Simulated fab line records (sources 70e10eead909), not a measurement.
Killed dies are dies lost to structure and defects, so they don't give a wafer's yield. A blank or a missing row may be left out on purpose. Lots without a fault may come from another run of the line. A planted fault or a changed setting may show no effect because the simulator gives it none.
Chamber matching || flow nand-harc || pecvd-04 running NHARC_A_M1_DEP_33: 3 sister chambers
The step deposits SiCN, target thk 30 nm. 14 wafers are shown with their chamber, then 7 later ones without.

## EACH WAFER AND ITS CHAMBER
{"wafer": "L077.1", "chamber": 0, "heater-power-w (W)": 539}
{"wafer": "L077.2", "chamber": 2, "heater-power-w (W)": 490}
{"wafer": "L077.5", "chamber": 1, "heater-power-w (W)": 667}
{"wafer": "L078.1", "chamber": 0, "heater-power-w (W)": 501}
{"wafer": "L078.3", "chamber": 1, "heater-power-w (W)": 719}
{"wafer": "L078.5", "chamber": 2, "heater-power-w (W)": 515}
{"wafer": "L082.1", "chamber": 0, "heater-power-w (W)": 504}
{"wafer": "L082.2", "chamber": 1, "heater-power-w (W)": 655}
{"wafer": "L082.5", "chamber": 0, "heater-power-w (W)": 526}
{"wafer": "L082.3", "chamber": 2, "heater-power-w (W)": 544}
{"wafer": "L082.4", "chamber": 1, "heater-power-w (W)": 659}
{"wafer": "L082.6", "chamber": 2, "heater-power-w (W)": 540}
{"wafer": "L083.3", "chamber": 1, "heater-power-w (W)": 626}
{"wafer": "L083.4", "chamber": 2, "heater-power-w (W)": 523}

SIGNATURES, as means of the wafers listed above
{"reading": "heater-power-w", "chamber 0": 517.50, "chamber 1": 665.20, "chamber 2": 522.40, "scatter within a chamber": 26}
Rule: a wafer's distance from a chamber is the root of the sum, over the readings, of the square of ((its reading less the chamber's mean) divided by the reading's scatter). The wafer belongs to the nearest chamber; if the next one is less than 2 further off, it can't be placed. The scatter: the root of (the sum of the squares of (reading less its chamber's mean) over the shown wafers, divided by (wafers less chambers)).

## WAFERS WHOSE CHAMBER IS MISSING
{"wafer": "L083.6", "heater-power-w (W)": 567}
{"wafer": "L091.2", "heater-power-w (W)": 514}
{"wafer": "L091.3", "heater-power-w (W)": 607}
{"wafer": "L091.4", "heater-power-w (W)": 506}
{"wafer": "L092.3", "heater-power-w (W)": 537}
{"wafer": "L092.4", "heater-power-w (W)": 614}
{"wafer": "L092.6", "heater-power-w (W)": 557}

## WHICH CHAMBER EACH ONE RAN IN
{"wafer": "L083.6", "from the rows above": "can't be placed: 2 or 0", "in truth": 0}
{"wafer": "L091.2", "from the rows above": "can't be placed: 0 or 2", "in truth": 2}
{"wafer": "L091.3", "from the rows above": "can't be placed: 1 or 2 or 0", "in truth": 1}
{"wafer": "L091.4", "from the rows above": "can't be placed: 0 or 2", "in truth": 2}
{"wafer": "L092.3", "from the rows above": "can't be placed: 2 or 0", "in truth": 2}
{"wafer": "L092.4", "from the rows above": "can't be placed: 1 or 2 or 0", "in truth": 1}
{"wafer": "L092.6", "from the rows above": "can't be placed: 2 or 0", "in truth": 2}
Placed correctly: 0 of 7. Unplaceable from these rows: 7, with the true chamber sitting among the candidates in 7. Number placed wrongly: 0.
